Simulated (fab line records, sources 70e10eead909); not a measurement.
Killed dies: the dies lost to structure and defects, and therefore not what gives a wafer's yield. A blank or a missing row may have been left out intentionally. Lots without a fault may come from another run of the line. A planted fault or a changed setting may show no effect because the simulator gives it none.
Struck lot and sound lot, side by side | flow nand harc | 13 steps out of a route of 1302
Sound: the wafers L821.1, L821.2, L821.3. The struck wafers were L829.2, L829.3, L829.6. At the end, the cause is stated.
Each step with rows lists, per side, the tool, then ch with its chambers, then its first start. Under that, the readings that differ: sound wafers | struck wafers | difference of the means | sigmas: that difference in standard deviations of wafers without a fault.
alike: same words and numbers on both sides, and readings whose means sit less than 2 such deviations apart. not compared: any withheld reading, any reading some wafer has no value for, any bound like >300 that may hide the same value, and any number with overlapping values for which the record gives no deviation.
Wherever a step has rows on one side only, a row that says differs or no value, or a row with sigmas, the two part there. Numbers that don't overlap but have no deviation are shown without sigmas and don't part them. A reading missing from all wafers of one side parts the sides only when that side holds two or more wafers.

NHARC_A_SOURCE_PLATE_THK_MEAS_09: measures by ellipsometry.
  sound on film metro-01 at day 8 16:36; struck on film metro-02 at day 12 01:28
  alike: thk nm
then, 3 steps without rows for these wafers: NHARC_A_SOURCE_PLATE_PVD_04 (deposits WSi2, target thk 50 nm); NHARC_A_SOURCE_PLATE_CVD_03 (deposits poly-Si, target thk 200 nm, time 4000 s); NHARC_A_SOURCE_PLATE_ANNEAL_05 (time 1800 s).
NHARC_A_SOURCE_PLATE_THK_MEAS_06: measures by ellipsometry.
  sound on film metro-02 at day 9 05:35; struck on film metro-01 at day 12 15:42
  alike: thk nm
NHARC_A_SOURCE_PLATE_INSPECT_08:
  sound on defect inspect-02 at day 9 05:42; struck on defect inspect-02 at day 12 15:46
  alike: raw defect count
after that, 1 step with no rows for these wafers: NHARC_A_ONON_D1_DEP_00 (target thk 1000 nm).
NHARC_A_ONON_D1_THK_MEAS_02: measures by ellipsometry.
  sound on film metro-02 at day 9 06:16; struck on film metro-01 at day 12 16:20
  alike: thk nm
after that, 1 step with no rows for these wafers: NHARC_A_ONON_D1_DEP_03 (target thk 1000 nm).
NHARC_A_ONON_D1_THK_MEAS_05: measures by ellipsometry.
  sound on film metro-02 at day 9 06:50; struck on film metro-01 at day 12 16:55
  alike: thk nm
NHARC_A_ONON_D1_DEP_06: target thk 1000 nm.
  sound on pecvd onon-04 ch 0, day 9 06:53; struck on pecvd onon-04 ch 0, day 12 17:01
NHARC_A_ONON_D1_THK_MEAS_08: measures by ellipsometry.
  sound on film metro-01 at day 9 07:24; struck on film metro-02 at day 12 17:29
  reading     | sound       | struck         | difference | sigmas
  thk nm (nm) | 986 988 986 | 1068 1067 1069 | +81        | +7
after that, 1 step with no rows for these wafers: NHARC_A_ONON_D1_DEP_09 (target thk 1000 nm).

## WHERE THEY PART
Only at NHARC_A_ONON_D1_THK_MEAS_08, as far as this record shows.

WHY: what the simulator had put in
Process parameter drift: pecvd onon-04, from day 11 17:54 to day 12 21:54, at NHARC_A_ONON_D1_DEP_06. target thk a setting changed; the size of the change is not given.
